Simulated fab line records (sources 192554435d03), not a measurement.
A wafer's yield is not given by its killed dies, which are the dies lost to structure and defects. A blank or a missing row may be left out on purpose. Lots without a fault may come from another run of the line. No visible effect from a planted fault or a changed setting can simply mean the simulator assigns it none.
Struck lot and sound lot, side by side :: flow n5 finfet :: 16 out of 1938 route steps
Sound: these wafers, L952.1, L952.5, L952.6. Struck: wafer L948.2. (L948.4, L948.6 of the same lot were not struck and are left out.) The cause comes at the end.
For every step that has rows: the tool of each side, followed by ch and its chambers, followed by its first start. Under that, the readings that differ: sound wafers :: struck wafers :: difference of the means :: sigmas: that difference in standard deviations of wafers without a fault.
alike: readings whose means differ by less than 2 such deviations, and words and numbers that are the same on both sides. not compared: withheld readings, readings that some wafer has no value for, bounds like >300 that may hide the same value, and numbers for which the record gives no deviation and whose values overlap.
The two part at a step that has a row with sigmas, a row that says differs or no value, or rows on one side only. Numbers that have no deviation but don't overlap get no sigmas and don't part them. A reading missing from all wafers of one side parts the sides only when that side holds two or more wafers.

first, 5 steps without rows for these wafers: N5_BEOL_M1_EBR_24; N5_BEOL_M1_SOFTBAKE_23 (time 60 s); N5_BEOL_M1_EXPOSE_25 (exposes mask V0, defocus 5 nm, target cd 24 nm); N5_BEOL_M1_PEB_26 (peb time 60 s); N5_BEOL_M1_DEVELOP_27 (develop time 30 s).
N5_BEOL_M1_CD_MEAS_28: target cd y 23.3 nm.
  sound on cd sem-01 ch 0, day 10 04:07; struck on cd sem-02 ch 0, day 9 04:58
  alike: cd nm
N5_BEOL_M1_OVL_MEAS_29:
  sound on overlay-02 ch 0, day 10 04:08; struck on overlay-02 ch 0, day 9 05:01
  alike: V0_OVL
N5_BEOL_M1_INSPECT_30: inspects for defects (brightfield).
  struck on defect inspect-02, day 9 05:04; sound on defect inspect-02, day 10 04:11
  alike: raw defect count
N5_BEOL_M1_DESCUM_33: chemistry O2, time 7 s.
  sound on rie diel-05 ch 0,3, day 10 04:14; struck on rie diel-06 ch 3, day 9 05:20
  alike: drypump motor current A, oes product au, rf vpp V, showerhead plenum p Torr, throttle valve pct
  not compared: rf hours counter h
N5_BEOL_M1_ETCH_77: etches underlayer in N2/H2, target depth 6.5 nm, time 5.2 s.
  sound on rie diel-05 ch 0,3, day 10 04:16; struck on rie diel-06 ch 3, day 9 05:22
  alike: drypump motor current A, etch rf on time s, oes product au, rf vpp V, showerhead plenum p Torr, throttle valve pct
  not compared: rf hours counter h
N5_BEOL_M1_ETCH_69: etches SiARC in CF4, target depth 15.6 nm, time 26 s.
  sound on rie diel-05 ch 0,3, day 10 04:17; struck on rie diel-06 ch 3, day 9 05:23
  alike: drypump motor current A, etch rf on time s, oes product au, rf vpp V, showerhead plenum p Torr, throttle valve pct
  not compared: rf hours counter h
N5_BEOL_M1_ALD_98: deposits SiO2, target thk 2.5 nm, pulse time 1 s, co reactant pulse time 1 s.
  sound on ald sin-02 ch 0,1, day 10 04:22; struck on ald sin-04 ch 2, day 9 05:28
  alike: heater power w, precursor pulse height rel
N5_BEOL_M1_ETCHBACK_99: etches SiO2 in CHF3, target depth 5 nm, time 10.4 s.
  sound on rie diel-05 ch 0,3, day 10 06:08; struck on rie diel-06 ch 1, day 9 14:56
reading: oes product au (a.u.)
sound: 0.76 0.69 0.76
struck: 0.94
difference: +0.20
sigmas: +3

reading: showerhead plenum p Torr (Torr)
sound: 2.14 2.12 2.14
struck: 1.98
difference: -0.15
sigmas: -2
  alike: CHF3_flow_sccm, drypump motor current A, rf vpp V, throttle valve pct
  not compared: rf hours counter h, model.CAR-EUV_of_BEOL_M1_COAT_22.thk nm
N5_BEOL_M1_ETCH_70: etches SOC in N2/H2, target depth 80 nm, overetch 16 nm, time 120 s.
  sound on rie diel-05 ch 0,3, day 10 06:10; struck on rie diel-06 ch 1, day 9 14:58
reading: showerhead plenum p Torr (Torr)
sound: 2.55 2.51 2.55
struck: 2.36
difference: -0.18
sigmas: -2
  alike: drypump motor current A, oes product au, rf vpp V, throttle valve pct
  not compared: rf hours counter h
-- the record jumps here: 2 days lie between the struck wafers' starts before and after (it left off in module BEOL_M1 and takes up again in module BEOL_M4, whose first step shown is number 1111 of the route) --
N5_BEOL_M4_RC_MEAS_101:
  sound on prober-02 ch 0, day 12 08:23; struck on prober-01 ch 0, day 11 22:33
  alike: DIBL_N, DIBL_P, IOFF_N, IOFF_P, ION_N, ION_P, SS_N, SS_P, VT_N, VT_P
next, for these wafers, 1 step has no rows: N5_PASSIVATION_PROBE_49.

## WHERE THEY PART
Last at N5_BEOL_M1_ETCH_70 as far as this record goes, first at N5_BEOL_M1_ETCHBACK_99. Later steps at which nothing parts them and some readings are alike: N5_BEOL_M4_RC_MEAS_101.

WHY: the cause the simulator had injected
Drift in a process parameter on rie diel-06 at N5_BEOL_M1_ETCHBACK_99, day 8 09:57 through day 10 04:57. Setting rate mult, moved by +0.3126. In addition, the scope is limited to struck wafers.
